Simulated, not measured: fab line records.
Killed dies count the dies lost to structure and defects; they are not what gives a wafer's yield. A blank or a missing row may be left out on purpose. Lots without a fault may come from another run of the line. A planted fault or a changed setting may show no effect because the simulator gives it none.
fab line records	flow n5Finfet
[record] lots = 10	wafers = 30	lastDay = 18
route steps=1938 shown BEOL_M8@1348
lots that met no fault: taken from a fault-free run of the same line
startH: start of the lot's first displayed wafer, in hours after the record's first day	waitH: time in hours since the lot's previous step	" unchanged from the row above	L1.1+2: a row that stands for several wafers	- no value, or no start was given	* or withheld: withheld	< > ~ a bound
route shown NAME@n: names a module that has steps shown in the file, with the first one's number in the route	usual: mean/standard deviation of fault-free wafers	same: alike in all rows	chamber/n: place in a boat	sites: each site's reading	_std_site: standard deviation of those values	_edge_site: inner sites' mean taken away from outer sites' mean	radiusMm: for every site, how far away it sits from the centre of the wafer	mask NAME#n: copy n	behind: the most recent tool/chamber to have shaped the wafer	hold: what put the lot on hold/how long, in hours/how the hold closed	device: the n, p or np transistor that did not switch	end of line: the route-end tests of the same wafers	a step with no rows: only its recipe	killed: at the first sort, the dies lost to defects and structure; wafer yield is something else	map: per-die view of a wafer (x killed, . not killed, _ where there is no die)
set.NAME: setting as actually run; set.NAME@STEP: the setting as run at that earlier step	model.NAME: the simulator's own value behind a step, which no gauge read
a sample of lots followed through the steps of the route, with each step as a table and each wafer as a row
services: from which hour (startH, from the record's first day; less than 0 if before it) a tool's chamber was out of use, for how many hours, and why
[[steps]]
[step N5_BEOL_M8_DESCUM_16]
[recipe] chemistry = O2	timeS = 7.9	sourcePowerW = 50	biasPowerW = 20	pressureMtorr = 20	rfFrequencyHz = 2.712e+07	tempC = 40	resist = CAR-ArF	o2FlowSccm = 225
[usual] drypumpMotorCurrentA = 5.7/0.45	oesProductAu = 0.80/0.091	rfVppV = 243.6/1.5	showerheadPlenumPTorr = 2.12/0.08	throttleValvePct = 20.46/0.26
lot.wafer	tool	chamber	startH	waitH	drypumpMotorCurrentA	oesProductAu	rfHoursCounterH	rfVppV	showerheadPlenumPTorr	throttleValvePct
L981.3	rieDiel-06	3	199.34	0.0	5.8	0.88	43	243.6	2.21	20.23
L981.4	"	0	"	"	5.8	0.68	241	243.0	2.07	20.88
L981.5	"	0	"	"	5.8	0.69	-	242.4	2.07	20.89
L989.1	rieDiel-05	0	256.55	0.3	5.9	0.88	53	242.7	2.03	20.03
L989.5	"	0	"	"	5.9	0.88	-	243.0	2.03	20.06
L989.6	"	1	"	"	5.2	0.79	-	243.4	2.11	20.75
L990.4	rieDiel-05	3	265.48	0.3	4.8	0.67	227	243.9	2.14	20.44
L990.5	"	2	"	"	5.5	0.86	-	245.5	2.22	20.30
L990.6	"	1	"	"	5.2	0.79	-	242.6	2.11	20.74
L991.2	rieDiel-06	2	274.66	0.0	5.1	0.68	225	242.3	1.99	20.90
L991.4	"	0	"	"	5.8	0.96	2	243.1	2.07	20.51
L991.5	"	0	"	"	5.8	0.95	-	241.8	2.07	20.53
L995.1	rieDiel-02	0	286.81	0.0	6.3	0.71	213	241.9	2.07	20.30
L995.4	"	3	"	"	5.8	0.94	17	242.5	2.05	20.14
L995.6	"	1	"	"	6.6	0.78	-	245.4	2.20	20.25
L997.3	rieDiel-02	1	304.31	0.2	6.6	0.77	123	244.5	2.20	20.25
L997.4	"	3	"	"	5.8	0.92	23	242.9	2.05	20.16
L997.5	"	2	"	"	5.9	0.69	-	244.4	2.16	20.49
L996.2	rieDiel-06	2	304.66	0.0	5.1	0.68	236	241.3	1.99	20.93
L996.3	"	0	"	"	5.8	0.91	13	242.3	2.06	20.52
L996.5	"	1	"	"	5.9	0.88	-	244.4	2.21	20.61
L998.2	rieDiel-06	0	309.73	0.1	5.8	0.91	15	243.2	2.06	20.54
L998.4	"	2	"	"	5.1	0.68	238	241.8	1.99	20.90
L998.6	"	2	"	"	5.1	0.68	-	242.6	1.99	20.93
L101.1	rieDiel-02	3	324.15	0.0	5.7	0.90	31	240.7	2.05	20.16
L101.3	"	0	"	"	6.4	0.70	226	242.6	2.07	20.31
L101.4	"	1	"	"	6.6	0.77	131	245.3	2.20	20.27
L104.2	rieDiel-02	1	348.27	0.4	6.6	0.76	140	243.7	2.19	20.29
L104.3	"	0	"	"	6.4	0.68	236	242.8	2.07	20.32
L104.4	"	1	"	"	6.6	0.76	-	245.1	2.19	20.27
[step N5_BEOL_M8_ETCH_72]
[recipe] chemistry = N2/H2	target = underlayer	targetDepthA = 65	maskMaterial = CAR-EUV	timeS = 5.2	ionEnergyEv = 200	pressureMtorr = 30	sourceW = 840	biasW = 150	n2FlowSccm = 200	h2FlowSccm = 200	ends = cleared
[usual] drypumpMotorCurrentA = 5.7/0.49	etchRfOnTimeS = 5.21/0.086	h2FlowSccm = 200.0/0.61	oesProductAu = 0.67/0.071	rfVppV = 524.9/2.9	showerheadPlenumPTorr = 2.58/0.097	throttleValvePct = 17.88/0.26
lot.wafer	tool	chamber	startH	waitH	drypumpMotorCurrentA	etchRfOnTimeS	h2FlowSccm	oesProductAu	rfHoursCounterH	rfVppV	showerheadPlenumPTorr	throttleValvePct
L981.3	rieDiel-05	3	200.32	0.0	4.9	5.29	200.0	0.59	204	527.6	2.64	17.96
L981.4	"	2	"	"	5.6	5.24	200.3	0.75	18	527.9	2.71	17.63
L981.5	"	3	"	"	4.9	5.24	200.3	0.60	-	525.8	2.64	17.98
L989.1	rieDiel-02	3	257.70	0.0	5.8	5.23	198.8	0.81	7	520.8	2.50	17.55
L989.5	"	1	"	"	6.6	5.13	199.5	0.67	-	528.6	2.67	17.65
L989.6	"	2	"	"	5.9	5.29	200.9	0.60	-	525.5	2.62	17.92
L990.4	rieDiel-05	0	268.79	0.0	5.9	5.07	199.4	0.74	-	522.0	2.47	17.54
L990.5	"	3	"	"	4.8	5.27	200.2	0.58	-	526.1	2.63	17.99
L990.6	"	2	"	"	5.6	5.24	199.1	0.71	-	529.8	2.70	17.68
L991.2	rieDiel-05	3	278.17	0.0	4.8	5.32	199.5	0.58	232	525.9	2.63	18.02
L991.4	"	2	"	"	5.5	5.29	199.6	0.71	47	527.3	2.70	17.66
L991.5	"	3	"	"	4.8	5.37	199.7	0.56	-	525.7	2.62	18.03
L995.1	rieDiel-06	0	287.94	0.0	5.8	5.24	199.8	0.79	7	522.3	2.50	17.93
L995.4	"	2	"	"	5.1	5.28	200.8	0.58	229	518.3	2.41	18.28
L995.6	"	1	"	"	5.9	5.13	201.1	0.76	-	529.1	2.70	18.19
L997.3	rieDiel-05	2	306.24	0.0	5.6	5.51	180.4	0.68	56	528.6	2.63	17.20
L997.4	"	3	"	"	4.8	5.50	180.7	0.56	-	527.0	2.56	17.51
L997.5	"	1	"	"	5.2	5.45	180.3	0.65	-	524.9	2.50	17.67
L996.2	rieDiel-06	2	306.27	0.0	5.1	5.29	200.4	0.59	237	521.3	2.40	18.31
L996.3	"	1	"	"	5.9	5.07	199.8	0.75	50	526.3	2.70	18.21
L996.5	"	3	"	"	5.8	5.04	199.1	0.70	-	527.4	2.68	17.81
L998.2	rieDiel-05	3	312.40	0.0	4.9	5.59	180.9	0.54	244	525.2	2.56	17.52
L998.4	"	2	"	"	5.5	5.48	179.8	0.68	59	525.8	2.63	17.17
L998.6	"	2	"	"	5.6	5.47	179.4	0.68	-	527.4	2.63	17.16
L101.1	rieDiel-02	3	325.48	0.0	5.8	5.22	200.2	0.76	32	521.1	2.49	17.60
L101.3	"	1	"	"	6.6	5.12	200.8	0.65	131	526.8	2.66	17.70
L101.4	"	2	"	"	5.9	5.25	200.0	0.59	246	527.7	2.61	17.93
L104.2	rieDiel-02	3	349.60	0.0	5.8	5.33	199.1	0.74	42	522.5	2.48	17.59
L104.3	"	1	"	"	6.6	5.27	199.6	0.64	141	528.5	2.66	17.68
L104.4	"	3	"	"	5.8	5.31	200.1	0.75	-	523.4	2.48	17.59
[step N5_BEOL_M8_ETCH_41]
[recipe] chemistry = CH3F/O2	target = SiCN	targetDepthA = 319	taperDeg = 2	timeS = 57.8	ionEnergyEv = 120	maskMaterial = TiN	pressureMtorr = 30	sourceW = 395	biasW = 75	Ar_flow_sccm = 150	CH3F_flow_sccm = 30	O2_flow_sccm = 20
[usual] drypumpMotorCurrentA = 5.7/0.49	mfcArSccm = 150.0/0.45	oesProductAu = 0.79/0.084	rfVppV = 297.9/1.7	showerheadPlenumPTorr = 2.02/0.075	throttleValvePct = 16.30/0.24
lot.wafer	tool	chamber	startH	waitH	drypumpMotorCurrentA	mfcArSccm	oesProductAu	rfHoursCounterH	rfVppV	showerheadPlenumPTorr	throttleValvePct
L981.3	rieDiel-05	3	-	-	4.8	150.1	0.69	205	298.1	2.06	16.42
L981.4	"	2	"	"	5.5	150.5	0.89	18	301.4	2.13	16.11
L981.5	"	3	"	"	4.8	150.6	0.70	-	299.9	2.06	16.42
L989.1	rieDiel-02	3	-	-	5.8	150.4	0.94	7	297.0	1.96	15.97
L989.5	"	1	"	"	6.6	150.2	0.79	-	299.4	2.09	16.06
L989.6	"	2	"	"	5.9	150.2	0.70	-	299.7	2.05	16.32
L990.4	rieDiel-05	0	-	-	5.9	150.2	0.87	-	295.6	1.94	15.97
L990.5	"	3	"	"	4.8	149.7	0.67	-	299.2	2.06	16.46
L990.6	"	2	"	"	5.6	149.8	0.85	-	299.7	2.12	16.17
L991.2	rieDiel-05	3	-	-	4.8	150.1	0.68	232	296.9	2.05	16.46
L991.4	"	2	"	"	5.5	150.3	0.84	47	299.8	2.12	16.18
L991.5	"	3	"	"	4.8	150.9	0.67	-	298.2	2.05	16.47
L995.1	rieDiel-06	0	-	-	5.8	149.2	0.94	7	296.9	1.96	16.26
L995.4	"	2	"	"	5.1	150.3	0.69	229	294.1	1.89	16.74
L995.6	"	1	"	"	5.9	150.0	0.90	-	301.6	2.12	16.49
L997.3	rieDiel-05	2	-	-	5.5	149.7	0.83	57	298.6	2.12	16.20
L997.4	"	3	"	"	4.9	150.0	0.67	-	298.4	2.05	16.48
L997.5	"	1	"	"	5.2	151.2	0.78	-	298.7	2.01	16.60
L996.2	rieDiel-06	2	-	-	5.1	149.6	0.68	237	294.0	1.89	16.74
L996.3	"	1	"	"	5.9	150.0	0.88	50	299.3	2.12	16.48
L996.5	"	3	"	"	5.7	150.3	0.82	-	298.7	2.10	16.23
L998.2	rieDiel-05	3	-	-	4.8	150.2	0.65	245	298.7	2.05	16.50
L998.4	"	2	"	"	5.5	150.2	0.82	60	300.3	2.12	16.20
L998.6	"	2	"	"	5.5	149.4	0.82	-	297.4	2.12	16.18
L101.1	rieDiel-02	3	-	-	5.7	149.6	0.89	32	297.7	1.95	16.02
L101.3	"	1	"	"	6.6	149.5	0.76	131	298.7	2.08	16.10
L101.4	"	2	"	"	5.9	149.9	0.69	246	298.5	2.05	16.36
L104.2	rieDiel-02	3	-	-	5.7	149.9	0.88	42	295.5	1.95	16.05
L104.3	"	1	"	"	6.6	150.2	0.76	141	299.5	2.08	16.13
L104.4	"	3	"	"	5.7	149.2	0.88	-	296.1	1.95	16.04
[step N5_BEOL_M8_OCD_MEAS_38]
[usual] trenchDepthNm = 92.9/1.4
lot.wafer	tool	chamber	startH	waitH	trenchDepthNm
L981.3	ocd-02	-	200.72	-	91.3
L981.4	"	-	"	"	93.1
L981.5	"	-	"	"	92.2
L989.1	ocd-02	-	258.10	-	93.8
L989.5	"	-	"	"	93.8
L989.6	"	-	"	"	90.6
L990.4	ocd-01	-	269.18	-	95.1
L990.5	"	-	"	"	90.9
L990.6	"	-	"	"	93.6
L991.2	ocd-02	-	278.56	-	90.8
L991.4	"	-	"	"	93.1
L991.5	"	-	"	"	90.4
L995.1	ocd-02	-	288.34	-	91.7
L995.4	"	-	"	"	93.0
L995.6	"	-	"	"	94.4
L997.3	ocd-01	-	306.63	-	93.0
L997.4	"	-	"	"	91.1
L997.5	"	-	"	"	91.7
L996.2	ocd-02	-	306.66	-	91.5
L996.3	"	-	"	"	94.8
L996.5	"	-	"	"	95.2
L998.2	ocd-02	-	312.80	-	90.9
L998.4	"	-	"	"	93.1
L998.6	"	-	"	"	93.2
L101.1	ocd-01	-	325.88	-	93.7
L101.3	"	-	"	"	93.0
L101.4	"	-	"	"	90.6
L104.2	ocd-02	-	350.00	-	93.2
L104.3	"	-	"	"	93.2
L104.4	"	-	"	"	93.3
[[services]]
tool	chamber	startH	hours	kind
rieDiel-06	0	200.31	15.8	repair
rieDiel-02	3	221.54	-	clean
rieDiel-02	3	221.54	-	consumableReplace:focusRing
rieDiel-06	0	247.37	-	clean
rieDiel-06	0	247.37	-	consumableReplace:focusRing
rieDiel-06	0	247.37	23.0	scheduledDown
rieDiel-06	0	247.37	23.0	ventCycle
rieDiel-05	0	304.59	5.7	repair
rieDiel-06	3	310.47	18.0	repair
rieDiel-05	3	328.62	-	clean
rieDiel-05	3	328.62	-	consumableReplace:focusRing
rieDiel-05	3	328.62	14.2	scheduledDown
rieDiel-05	3	328.62	14.2	ventCycle
rieDiel-02	2	339.53	-	clean
rieDiel-02	2	339.53	-	consumableReplace:focusRing
rieDiel-02	2	339.53	21.4	scheduledDown
rieDiel-02	2	339.53	21.4	ventCycle
rieDiel-06	2	342.28	-	clean
rieDiel-06	2	342.28	-	consumableReplace:focusRing
rieDiel-06	2	342.28	-	consumableReplace:showerhead
rieDiel-06	2	342.28	28.4	scheduledDown
rieDiel-06	2	342.28	28.4	ventCycle
[[key]]
[firstSign] step = N5_BEOL_M8_ETCH_72	reading = h2FlowSccm	direction = down	sigmas = 32	usual = 200.0	struck = 180.2
[effect] step = N5_BEOL_M8_ETCH_72	reading = etchRfOnTimeS	direction = up	sigmas = 3.3	usual = *	struck = *
metAt N5_BEOL_M8_ETCH_72
struckLots L997,L998
notActingAt N5_BEOL_M8_DESCUM_16,N5_BEOL_M8_ETCH_41,N5_BEOL_M8_OCD_MEAS_38
onsetBetween 278.17 306.24
[fault] kind = processParameterDrift	tool = rieDiel-05	chamber = -	onsetH = 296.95	steps = N5_BEOL_M8_ETCH_72	channel = h2FlowSccm	offset = -20	shape = step	endH = 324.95	actsIn = theseRecipesOnly	stated = 200
